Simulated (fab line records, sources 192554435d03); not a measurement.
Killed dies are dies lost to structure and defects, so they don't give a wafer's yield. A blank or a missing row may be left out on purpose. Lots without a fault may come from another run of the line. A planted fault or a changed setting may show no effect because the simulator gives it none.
Chamber matching | flow n5_finfet | N5_BEOL_M2_CVD_47 on cvd_co-02: 3 sister chambers
The step deposits Co from CCTBA/H2, target thk 3 nm, time 223.8 s. 6 wafers are shown with their chamber, then 10 later ones without.

WAFERS WITH THEIR CHAMBER
wafer  | chamber | chamber_pressure_Torr (Torr)
L768.4 | 0       | 29.99
L769.1 | 1       | 30.01
L769.2 | 2       | 30.03
L769.3 | 0       | 30.04
L770.1 | 2       | 30.01
L770.2 | 1       | 29.99

WAFERS WITHOUT THEIR CHAMBER
wafer  | chamber_pressure_Torr (Torr)
L770.6 | 30.05
L771.1 | 29.95
L771.4 | 29.94
L771.6 | 30.05
L773.3 | 29.94
L773.4 | 29.98
L773.5 | 30.09
L772.2 | 30.08
L772.3 | 30.05
L772.5 | 30.13

WHICH CHAMBER EACH WENT THROUGH
wafer  | from the rows above          | in truth
L770.6 | can't be placed: 2 or 0 or 1 | 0
L771.1 | can't be placed: 1 or 0 or 2 | 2
L771.4 | can't be placed: 1 or 0 or 2 | 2
L771.6 | can't be placed: 2 or 0 or 1 | 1
L773.3 | can't be placed: 1 or 0 or 2 | 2
L773.4 | can't be placed: 1 or 0 or 2 | 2
L773.5 | can't be placed: 2 or 0 or 1 | 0
L772.2 | can't be placed: 2 or 0 or 1 | 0
L772.3 | can't be placed: 2 or 0 or 1 | 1
L772.5 | can't be placed: 2 or 0 or 1 | 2
Placed correctly: 0 of 10. Can't be placed from these rows: 10 (the true chamber is among the candidates in 10). Placed wrongly: 0.
How it was worked out, from the rows above alone: a wafer's distance from a chamber is the root of the sum, over the readings, of the square of ((its reading less the chamber's mean) divided by the reading's scatter). The wafer belongs to the nearest chamber; if the next one is less than 2 further off, it can't be placed. A chamber's mean is the mean of its shown wafers. The scatter: the root of (the sum of the squares of (reading less its chamber's mean) over the shown wafers, divided by (wafers less chambers)).
